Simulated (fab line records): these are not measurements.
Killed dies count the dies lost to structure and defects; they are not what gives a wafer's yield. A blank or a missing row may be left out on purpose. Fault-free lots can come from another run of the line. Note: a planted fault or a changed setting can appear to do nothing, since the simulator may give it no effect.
A single fault, viewed from 2 desks ; flow n5_finfet ; what lay behind the numbers comes last; until then each desk has only its own

== THE METROLOGY DESK ==
What the gauges read for every lot (on any tool): the sampled wafers with a number, averaged. The brackets show how far a lot's mean lies from the usual mean; more than 4 standard deviations puts the lot out of limits, marked OUT. Shown here are 7 of its 10 readings, the ones lying furthest out on some lot.
Columns: A = DIBL_N at N5_BEOL_M4_RC_MEAS_101, usual 36.4 mV/V; B = DIBL_P at N5_BEOL_M4_RC_MEAS_101, usual 36.5 mV/V; C = IOFF_N at N5_BEOL_M4_RC_MEAS_101, usual 0.154 nA/um; D = IOFF_P at N5_BEOL_M4_RC_MEAS_101, usual 0.202 nA/um; E = ION_P at N5_BEOL_M4_RC_MEAS_101, usual 460 uA/um; F = SS_N at N5_BEOL_M4_RC_MEAS_101, usual 71.6 mV/dec; G = SS_P at N5_BEOL_M4_RC_MEAS_101, usual 73.4 mV/dec
lot;first seen here;A;B;C;D;E;F;G
L302;day 8 07:36;36.7;36.6;0.155;0.195;455;71.2;73.9
L304;day 8 10:06;37.9;38.0;0.161;0.192;450;71.4;73.5
L306;day 9 13:07;36.7;36.2;0.160;0.210;467;71.2;73.7
L308;day 10 06:40;35.8;36.1;0.143;0.209;466;71.5;73.7
L313;day 10 14:43;35.2;35.3;0.146;0.189;460;71.6;72.5
L316;day 12 01:38;34.5;35.2;0.135;0.194;459;71.2;73.0
L321;day 12 23:37;38.2;40.8;0.200;0.252;460;72.5;74.1
L320;day 13 07:52;37.3;36.9;0.181;0.229;460;71.7;73.9
L323;day 13 17:35;36.9;38.4;0.178;0.208;458;71.6;73.7
This desk's finding: nothing out of limits on any of the 9 lots.

== DESK OF THE TOOL OWNER: rie_si-04 ==
The tool's own readings at N5_PMOS_HMC_CHANNEL_EPI_ETCH_38 (etches SiO2 in CF4, target depth 1.5 nm): means of the sampled wafers that have a number, for each lot that ran on this tool. The brackets show how far a lot's mean lies from the usual mean; more than 4 standard deviations puts the lot out of limits, marked OUT.
Columns: A = bias_w at N5_PMOS_HMC_CHANNEL_EPI_ETCH_38, usual 400.0 W; B = cf4_flow_sccm at N5_PMOS_HMC_CHANNEL_EPI_ETCH_38, usual 79.99 sccm; C = drypump_motor_current_A at N5_PMOS_HMC_CHANNEL_EPI_ETCH_38, usual 5.6 A; D = he_backside_leak_sccm at N5_PMOS_HMC_CHANNEL_EPI_ETCH_38, usual 2.9 sccm; E = oes_product_au at N5_PMOS_HMC_CHANNEL_EPI_ETCH_38, usual 0.994 a.u.; F = throttle_valve_pct at N5_PMOS_HMC_CHANNEL_EPI_ETCH_38, usual 21.82 %
lot;first seen here;A;B;C;D;E;F
L304;day 2 17:25;399.6;80.07;5.1;2.8;0.978;21.80
L313;day 4 23:23;400.1;80.03;5.3;2.8;0.992;21.83
This desk's finding: nothing out of limits on any of the 2 lots.

== BROUGHT TOGETHER ==
Metrology desk: nothing out of limits seen.
The tool owner's desk saw nothing out of limits.

== WHAT THE SIMULATOR HAD PUT IN ==
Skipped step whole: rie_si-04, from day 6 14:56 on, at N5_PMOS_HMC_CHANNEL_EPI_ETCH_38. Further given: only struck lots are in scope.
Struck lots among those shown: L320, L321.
